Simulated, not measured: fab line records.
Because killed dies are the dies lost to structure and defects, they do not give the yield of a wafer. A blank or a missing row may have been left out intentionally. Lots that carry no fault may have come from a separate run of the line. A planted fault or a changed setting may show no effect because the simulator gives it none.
fab line records -- flow n5_finfet
record lots=10, wafers=30, last_day=17
route steps=1938 shown FIN_CUT@175 STI_FIN_REVEAL@187 BEOL_M4@1111
lots that met no fault: from a run of the same line without faults
start_h: hours from the record's first day to the start of the lot's first wafer shown -- wait_h: hours from the lot's prior step to this one -- " the same as in the row above -- L1.1+2: a row that stands for several wafers -- - value missing, or start not given -- * or withheld: withheld -- < > ~ a bound
route shown NAME@n: names a module that has steps shown in the file, with the first one's number in the route -- usual: average and standard deviation across the fault-free wafers -- same: alike in all rows -- chamber/n: place in a boat -- sites: each site's reading -- _std_site: standard deviation across them -- _edge_site: the outer-site mean with the inner-site mean subtracted -- radius_mm: for every site, how far away it sits from the centre of the wafer -- mask NAME#n: copy n -- behind: the tool/chamber that last shaped the wafer -- hold: why the lot was held/for how many hours/how that ended -- device: the transistor (n, p or np) that didn't switch -- end of line: the same wafers' tests at the end of the route -- for a step that has no rows: nothing shown but its recipe -- killed: count of dies lost to structure and defects at first sort (not the wafer's yield) -- map: shows each die of a wafer: x if killed, . if not, _ if none is there
set.NAME: the setting as run; set.NAME@STEP: as run at that earlier step -- model.NAME: the simulator's own value behind a step, which no gauge read
a sample of lots followed through the steps of the route, with each step as a table and each wafer as a row
services: from which hour (start_h, from the record's first day; less than 0 if before it) a tool's chamber was out of use, for how many hours, and why
## steps
# step N5_FIN_CUT_PRECLEAN_35
# recipe time_s=13.3, temp_c=45, pressure_torr=125, p_hf_torr=3, p_coreactant_torr=25, chemistry=vHF
# usual drypump_motor_current_A=5.55/0.29, time_s=13.3/0
lot.wafer,tool,chamber,start_h,wait_h,drypump_motor_current_A,time_s
L822.1,vapor_etch-02,1,33.90,0.0,5.05,13.3
L822.4,vapor_etch-02,0,33.90,0.0,5.46,13.3
L822.6,vapor_etch-02,0,33.90,0.0,5.49,13.3
L823.1,vapor_etch-02,1,39.37,0.1,5.08,13.3
L823.3,vapor_etch-02,0,39.37,0.1,5.46,13.3
L823.5,vapor_etch-02,0,39.37,0.1,5.44,13.3
L824.2,vapor_etch-02,1,47.74,0.0,5.06,13.3
L824.3,vapor_etch-02,0,47.74,0.0,5.47,13.3
L824.4,vapor_etch-02,1,47.74,0.0,5.08,13.3
L825.2,vapor_etch-01,1,54.65,0.0,5.90,13.3
L825.3,vapor_etch-01,0,54.65,0.0,5.58,13.3
L825.6,vapor_etch-01,0,54.65,0.0,5.56,13.3
L830.3,vapor_etch-01,0,82.10,0.1,5.56,13.3
L830.4,vapor_etch-01,1,82.10,0.1,5.88,13.3
L830.6,vapor_etch-01,1,82.10,0.1,5.90,13.3
L832.3,vapor_etch-01,1,94.95,0.1,5.87,13.3
L832.4,vapor_etch-01,0,94.95,0.1,5.56,13.3
L832.5,vapor_etch-01,1,94.95,0.1,5.89,13.3
L834.2,vapor_etch-02,0,105.70,0.0,5.47,13.3
L834.3,vapor_etch-02,0,105.70,0.0,5.50,13.3
L834.5,vapor_etch-02,1,105.70,0.0,5.08,13.3
L837.1,vapor_etch-01,1,124.04,0.0,5.89,13.3
L837.5,vapor_etch-01,1,124.04,0.0,5.93,13.3
L837.6,vapor_etch-01,0,124.04,0.0,5.57,13.3
L842.3,vapor_etch-01,1,154.67,0.1,5.84,13.3
L842.4,vapor_etch-01,0,154.67,0.1,5.56,13.3
L842.6,vapor_etch-01,1,154.67,0.1,5.89,13.3
L843.2,vapor_etch-01,1,159.60,0.0,5.87,13.3
L843.4,vapor_etch-01,1,159.60,0.0,5.82,13.3
L843.6,vapor_etch-01,1,159.60,0.0,5.88,13.3
# step N5_STI_FIN_REVEAL_CMP_04
# recipe stop_on=Si3N4, t_overpolish_s=4, down_force_psi=2, platen_rpm=54.18, post_cmp_clean=alkaline_brush, pad_velocity_m_s=1.078, target_thk_nm=131.83
# usual motor_current_A=7.9/0.68, overpolish_run_s=4.000/0.009, time_to_endpoint_s=104/5.3
lot.wafer,tool,chamber,start_h,wait_h,motor_current_A,overpolish_run_s,time_to_endpoint_s
L822.1,cmp-03,0,40.00,0.0,7.5,4.007,104
L822.4,cmp-03,2,40.00,0.0,7.7,3.993,99
L822.6,cmp-03,0,40.00,0.0,7.0,4.008,106
L823.3,cmp-04,1,45.57,0.1,8.1,3.990,101
L823.1,cmp-04,3,45.57,0.1,8.8,3.997,106
L823.5,cmp-04,1,45.57,0.1,7.9,3.999,102
L824.3,cmp-04,3,53.58,0.1,8.3,3.995,111
L824.4,cmp-04,0,53.58,0.1,8.7,3.988,109
L824.2,cmp-04,1,53.58,0.1,7.7,3.996,102
L825.3,cmp-03,0,60.19,0.0,7.3,3.994,106
L825.2,cmp-03,3,60.19,0.0,7.3,4.022,107
L825.6,cmp-03,0,60.19,0.0,7.2,4.004,108
L830.4,cmp-03,0,87.61,0.1,7.3,3.995,113
L830.3,cmp-03,2,87.61,0.1,8.0,4.001,108
L830.6,cmp-03,0,87.61,0.1,7.2,4.002,114
L832.4,cmp-04,1,101.31,0.0,7.5,4.011,101
L832.3,cmp-04,2,101.31,0.0,7.7,3.981,112
L832.5,cmp-04,2,101.31,0.0,6.8,3.999,111
L834.2,cmp-03,1,111.19,0.0,9.1,3.999,106
L834.3,cmp-03,2,111.19,0.0,7.8,4.000,107
L834.5,cmp-03,1,111.19,0.0,8.5,4.008,101
L837.1,cmp-04,2,129.56,0.1,7.5,3.998,111
L837.5,cmp-04,1,129.56,0.1,7.9,4.012,101
L837.6,cmp-04,2,129.56,0.1,7.6,3.997,109
L842.3,cmp-02,3,160.22,0.0,7.2,4.008,106
L842.4,cmp-02,0,160.22,0.0,8.1,3.986,107
L842.6,cmp-02,3,160.22,0.0,7.3,4.008,106
L843.4,cmp-04,3,165.10,0.0,8.4,4.011,104
L843.2,cmp-04,2,165.10,0.0,7.2,4.005,106
L843.6,cmp-04,0,165.10,0.0,8.8,3.985,102
# step N5_STI_FIN_REVEAL_PRECLEAN_17
# recipe chemistry=NF3:NH3, afs_cycles=1, temp_c=30, time_s=20, sublimation_temp_c=180, sublimation_time_s=60, pressure_torr=3, rf_power_w=30
# usual time_s=20/0
lot.wafer,tool,chamber,start_h,wait_h,time_s
L822.1,remote_plasma-02,1,42.75,0.0,20
L822.4,remote_plasma-02,1,42.75,0.0,20
L822.6,remote_plasma-02,1,42.75,0.0,20
L823.1,remote_plasma-01,1,48.34,0.0,20
L823.3,remote_plasma-01,1,48.34,0.0,20
L823.5,remote_plasma-01,1,48.34,0.0,20
L824.2,remote_plasma-01,1,56.45,0.1,20
L824.3,remote_plasma-01,1,56.45,0.1,20
L824.4,remote_plasma-01,1,56.45,0.1,20
L825.2,remote_plasma-02,1,63.14,0.1,20
L825.3,remote_plasma-02,1,63.14,0.1,20
L825.6,remote_plasma-02,1,63.14,0.1,20
L830.3,remote_plasma-02,1,90.58,0.1,20
L830.4,remote_plasma-02,1,90.58,0.1,20
L830.6,remote_plasma-02,1,90.58,0.1,20
L832.3,remote_plasma-01,0,104.05,0.1,20
L832.4,remote_plasma-01,0,104.05,0.1,20
L832.5,remote_plasma-01,0,104.05,0.1,20
L834.2,remote_plasma-02,1,114.21,0.1,20
L834.3,remote_plasma-02,1,114.21,0.1,20
L834.5,remote_plasma-02,1,114.21,0.1,20
L837.1,remote_plasma-02,1,132.40,0.0,20
L837.5,remote_plasma-02,1,132.40,0.0,20
L837.6,remote_plasma-02,1,132.40,0.0,20
L842.3,remote_plasma-02,0,162.95,0.1,20
L842.4,remote_plasma-02,0,162.95,0.1,21.641
L842.6,remote_plasma-02,0,162.95,0.1,20
L843.2,remote_plasma-02,0,167.86,0.1,20
L843.4,remote_plasma-02,0,167.86,0.1,21.641
L843.6,remote_plasma-02,0,167.86,0.1,20
# step N5_STI_FIN_REVEAL_ETCH_34
# recipe chemistry=H2, mode=isotropic, material=Si, target=Si, target_depth_a=9.7, temp_c=20, pressure_mtorr=4.5, icp_w=300, bias_w=0, h2_flow_sccm=7.5, he_flow_sccm=142.5
# usual drypump_motor_current_A=5.8/0.46, oes_product_au=1.005/0.021, throttle_valve_pct=25.9/0.53
lot.wafer,tool,chamber,start_h,wait_h,drypump_motor_current_A,oes_product_au,rf_hours_counter_h,throttle_valve_pct
L822.1,rie_si-05,2,42.96,0.2,6.2,1.025,99,25.7
L822.4,rie_si-05,3,42.96,0.2,6.3,0.977,126,25.3
L822.6,rie_si-05,1,42.96,0.2,6.0,1.033,-,25.1
L823.1,rie_si-05,0,48.54,0.2,6.0,1.023,169,26.2
L823.3,rie_si-05,3,48.54,0.2,6.3,0.969,126,25.3
L823.5,rie_si-05,0,48.54,0.2,6.0,1.006,-,26.2
L824.2,rie_si-02,0,56.62,0.1,5.1,1.002,147,25.6
L824.3,rie_si-02,1,56.62,0.1,5.1,0.978,185,26.4
L824.4,rie_si-02,3,56.62,0.1,6.2,0.983,111,26.3
L825.2,rie_si-05,0,63.31,0.1,6.0,1.037,169,26.2
L825.3,rie_si-05,2,63.31,0.1,6.2,1.015,99,25.7
L825.6,rie_si-05,0,63.31,0.1,6.0,1.026,-,26.2
L830.3,rie_si-03,3,90.72,0.1,5.9,0.992,29,26.0
L830.4,rie_si-03,2,90.72,0.1,5.3,0.986,67,26.8
L830.6,rie_si-03,2,90.72,0.1,5.3,0.980,-,26.8
L832.3,rie_si-03,3,104.20,0.1,5.9,0.981,29,26.0
L832.4,rie_si-03,1,104.20,0.1,6.1,0.984,107,26.0
L832.5,rie_si-03,0,104.20,0.1,5.2,0.991,-,25.5
L834.2,rie_si-02,1,114.38,0.1,5.1,1.002,186,26.4
L834.3,rie_si-02,0,114.38,0.1,5.1,1.024,148,25.5
L834.5,rie_si-02,1,114.38,0.1,5.1,1.000,-,26.4
L837.1,rie_si-05,2,132.60,0.2,6.2,1.022,100,25.7
L837.5,rie_si-05,2,132.60,0.2,6.1,1.028,-,25.7
L837.6,rie_si-05,1,132.60,0.2,6.0,1.029,-,25.1
L842.3,rie_si-02,3,163.10,0.1,6.2,0.981,113,26.3
L842.4,rie_si-02,1,163.10,0.1,5.1,0.998,187,26.3
L842.6,rie_si-02,3,163.10,0.1,6.2,0.981,-,26.3
L843.2,rie_si-05,1,168.03,0.1,6.0,1.022,104,25.1
L843.4,rie_si-05,0,168.03,0.1,6.0,1.029,171,26.2
L843.6,rie_si-05,2,168.03,0.1,6.2,1.033,-,25.7
# step N5_BEOL_M4_RC_MEAS_101
# usual DIBL_N=37.2/1.9, DIBL_P=37.3/2.2, IOFF_N=0.18/0.038, IOFF_P=0.22/0.039, ION_N=678/11, ION_P=462/6.9, SS_N=71.8/0.68, SS_P=73.5/0.65, VT_N=249/3.4, VT_P=-250/3.2
lot.wafer,tool,chamber,start_h,wait_h,DIBL_N[mV/V],DIBL_P[mV/V],IOFF_N[nA/um],IOFF_P[nA/um],ION_N[uA/um],ION_P[uA/um],SS_N[mV/dec],SS_P[mV/dec],VT_N[mV],VT_P[mV]
L822.1,prober-02,0,179.31,0.0,35.0,34.6,0.13,0.15,660,449,71.1,72.9,250,-255
L822.4,prober-02,0,179.31,0.0,38.2,37.9,0.20,0.20,669,449,71.7,72.7,247,-252
L822.6,prober-02,0,179.31,0.0,34.7,35.4,0.14,0.17,677,458,71.3,73.3,250,-252
L823.1,prober-02,0,188.22,0.0,39.3,37.7,0.19,0.21,668,450,71.0,73.9,248,-252
L823.3,prober-02,0,188.22,0.0,40.1,37.9,0.23,0.22,678,459,72.0,74.3,244,-250
L823.5,prober-02,0,188.22,0.0,41.2,40.2,0.24,0.25,681,461,72.1,74.2,244,-254
L825.2,prober-01,0,193.07,0.2,40.0,41.2,0.26,0.27,691,465,73.4,74.2,246,-250
L825.3,prober-01,0,193.07,0.2,39.1,40.7,0.24,0.27,691,464,72.2,73.8,245,-249
L825.6,prober-01,0,193.07,0.2,39.4,40.5,0.25,0.26,693,459,71.5,74.7,247,-249
L824.2,prober-02,0,193.29,0.2,37.6,37.9,0.18,0.26,673,465,71.8,73.4,248,-248
L824.3,prober-02,0,193.29,0.2,39.2,37.8,0.22,0.26,693,466,72.8,73.0,245,-245
L824.4,prober-02,0,193.29,0.2,36.5,35.9,0.16,0.22,664,460,72.1,73.3,251,-249
L830.3,prober-01,0,224.27,0.3,37.8,36.8,0.16,0.21,684,460,71.1,73.3,252,-249
L830.4,prober-01,0,224.27,0.3,37.4,36.3,0.15,0.21,691,472,71.6,72.7,251,-248
L830.6,prober-01,0,224.27,0.3,34.0,32.8,0.11,0.17,676,471,70.4,71.9,254,-253
L832.3,prober-01,0,246.02,0.3,38.0,38.1,0.18,0.26,671,472,71.6,73.5,247,-246
L832.4,prober-01,0,246.02,0.3,33.4,33.2,0.11,0.19,660,463,70.6,72.5,254,-251
L832.5,prober-01,0,246.02,0.3,35.4,34.7,0.14,0.20,677,464,70.8,72.5,252,-247
L837.1,prober-01,0,267.21,0.0,34.7,36.6,0.16,0.18,681,459,71.6,73.3,251,-253
L837.5,prober-01,0,267.21,0.0,35.3,37.4,0.17,0.19,684,458,71.5,73.4,246,-254
L837.6,prober-01,0,267.21,0.0,36.2,38.1,0.19,0.21,682,458,71.5,73.8,251,-250
L834.2,prober-02,0,276.81,0.2,35.6,36.8,0.16,0.22,680,468,70.9,74.1,248,-249
L834.3,prober-02,0,276.81,0.2,37.1,37.6,0.16,0.22,672,462,71.2,74.2,251,-251
L834.5,prober-02,0,276.81,0.2,35.7,36.7,0.15,0.20,670,461,71.6,73.6,254,-253
L842.3,prober-02,0,300.65,0.3,36.7,38.0,0.19,0.22,684,462,71.4,73.8,247,-250
L842.4,prober-02,0,300.65,0.3,37.5,39.6,0.21,0.25,692,464,72.1,73.6,247,-249
L842.6,prober-02,0,300.65,0.3,36.4,37.7,0.18,0.22,685,462,72.3,73.1,248,-250
L843.2,prober-01,0,301.36,0.2,37.2,40.0,0.18,0.22,668,452,72.0,74.4,250,-251
L843.4,prober-01,0,301.36,0.2,36.8,39.1,0.16,0.20,676,463,72.0,73.6,250,-255
L843.6,prober-01,0,301.36,0.2,35.9,37.1,0.14,0.17,655,445,72.4,73.8,254,-255
## services
tool,chamber,start_h,hours,kind
cmp-03,-,14.08,4.4,repair
rie_si-02,1,20.94,6.3,repair
cmp-02,-,27.35,4.7,pm
rie_si-05,-,28.11,2.8,pm
cmp-04,-,32.71,0.8,repair
cmp-02,-,68.65,4.0,pm
cmp-02,-,72.65,-,consumable_replace:conditioner
cmp-02,-,72.65,-,consumable_replace:pad
cmp-02,-,76.68,1.7,repair
cmp-03,-,79.85,0.5,repair
cmp-04,-,92.92,0.9,repair
cmp-03,-,114.62,3.7,pm
cmp-04,-,116.48,6.4,pm
rie_si-03,-,119.49,0.2,repair
cmp-02,-,123.42,1.0,repair
cmp-04,-,131.09,4.0,pm
cmp-04,-,135.09,-,consumable_replace:conditioner
cmp-04,-,135.09,-,consumable_replace:pad
cmp-02,-,153.09,1.6,repair
rie_si-03,3,164.09,1.4,repair
## key
first_sign step=N5_STI_FIN_REVEAL_PRECLEAN_17, reading=time_s, direction=up, sigmas=99+, usual=*, struck=*
effect none on later readings
met_at N5_STI_FIN_REVEAL_PRECLEAN_17
struck_lots L842,L843
struck_wafers L842.4,L843.4
not_acting_at N5_FIN_CUT_PRECLEAN_35,N5_STI_FIN_REVEAL_CMP_04,N5_STI_FIN_REVEAL_ETCH_34
onset_between 132.40 162.95
fault kind=process_parameter_drift, tool=remote_plasma-02, chamber=-, onset_h=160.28, steps=N5_STI_FIN_REVEAL_PRECLEAN_17, channel=time_s, offset=*, shape=step, end_h=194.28, scope=struck_wafers_only, acts_in=*, stated=*
